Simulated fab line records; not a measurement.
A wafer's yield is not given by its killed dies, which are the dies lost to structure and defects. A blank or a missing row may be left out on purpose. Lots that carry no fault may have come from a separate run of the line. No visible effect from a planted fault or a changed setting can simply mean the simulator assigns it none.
8D (eight disciplines) problem report, filled in by code -- flow nand-harc -- the parts of the form that need people (team, actions taken, sign-off) are left out

== 1. PROBLEM STATEMENT ==
Wafers without a fault read 1.0, standard deviation 1.2; killed-at-other at NHARC_END_SORT_01 reads a mean of 622.5 on 2 wafers belonging to 2 lots. That is +99 or more standard deviations from the usual mean.
First seen on wafer L111.4, day 30 00:04, on prober-01. Wafers with a number at this step in the record: 36, from 12 lots. Rule for "out" (also "out of limits"): further than 4 standard deviations from the usual mean. Any other wafer with a number is counted as sound.

== 2. WHAT IT IS AND WHAT IT IS NOT ==
question,is,is not
which readings at this step,"killed-at-other, defect-limited-yield, killed-dies, sort_bin_2_pct, sort-n-pass, sort-rim-yield-pct, sort-yield-pct","killed-at-array, killed-at-periphery, killed-open, killed-short, sort_bin_3_pct, sort_bin_4_pct"
which lots,"L111, L114","L102, L103, L104, L108, L115, L116, L117, L119, L120, L998"
which wafers of those lots,"L111.4, L114.1","L111.3, L111.6, L114.2, L114.3"
read on which gauges,"prober-01, prober-02",-
when,from day 30 00:04,"up to then (16 sound wafers); but 18 sound wafers of L111, L114, L115, L116, L117, L119, L120 came after"

== 3. WHAT RULES OUT EACH SUSPECT ==
Counting: if a tool at a process step up to the reading ran every lot that is out, it stays a suspect. Sound lots after the first of them don't rule it out here, since some wafers of a struck lot are sound.
- the gauge at NHARC_END_SORT_01 is ruled out. 2 gauges (prober-01, prober-02) read the wafers that are out.
- pecvd-02 at NHARC_THIN_TSV_DEP_43 (deposits SiO2, target thk 1328.5 nm): kept. It ran every lot that is out, first L111 (day 29 05:38); its last sound lot up to then is L108 (day 28 10:26).
- Within pecvd-02 at NHARC_THIN_TSV_DEP_43: the wafers that are out ran in chamber 0; their sound lot-mates ran in chambers 1, 2.
After counting, what remains is pecvd-02 at NHARC_THIN_TSV_DEP_43.

== 4. THE CAUSE (what the simulator had put in) ==
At NHARC_THIN_TSV_DEP_43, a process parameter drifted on pecvd-02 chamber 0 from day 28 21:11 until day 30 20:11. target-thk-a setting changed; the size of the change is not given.
Counting left only this tool.

== 5. THE EFFECT CHAIN, in route order ==
Rows list readings where the struck wafers' mean (over those with a number) sits beyond 3 standard deviations from the usual. Only readings whose record carries a usual standard deviation are examined. hours: median over the lots of the time between each lot's start at the first step of this table that gives one and its start at this step. sigmas: the change, counted in usual standard deviations.
hours,step,reading,usual,on struck wafers,change,sigmas
0,NHARC_END_SORT_01,defect-limited-yield,91.6 %,0.0,-91.6,-33
0,NHARC_END_SORT_01,killed-at-other,1.0,622.5,+621.5,+99 or more
0,NHARC_END_SORT_01,killed-dies,57,677,+620,+33
0,NHARC_END_SORT_01,sort_bin_2_pct,3.0 %,94.5,+91.5,+76
0,NHARC_END_SORT_01,sort-n-pass,620,0,-620,-33
0,NHARC_END_SORT_01,sort-rim-yield-pct,91 %,0,-91,-18
0,NHARC_END_SORT_01,sort-yield-pct,91.6 %,0.0,-91.6,-33

== 6. WHAT WOULD HAVE CAUGHT IT SOONER ==
Counted from the fault's start at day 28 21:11, it took 27 hours until the first out-of-limits reading at a measuring or inspecting step in this record, taken at day 30 00:04.
No tool reading at NHARC_THIN_TSV_DEP_43 that has a usual standard deviation in the record was out on any struck wafer, so an alarm limit of 4 standard deviations on those readings would not have fired.
L114, from the lots that are out (2), started NHARC_THIN_TSV_DEP_43 on pecvd-02 later than day 30 00:04. Holding the tool at that time would have saved it.
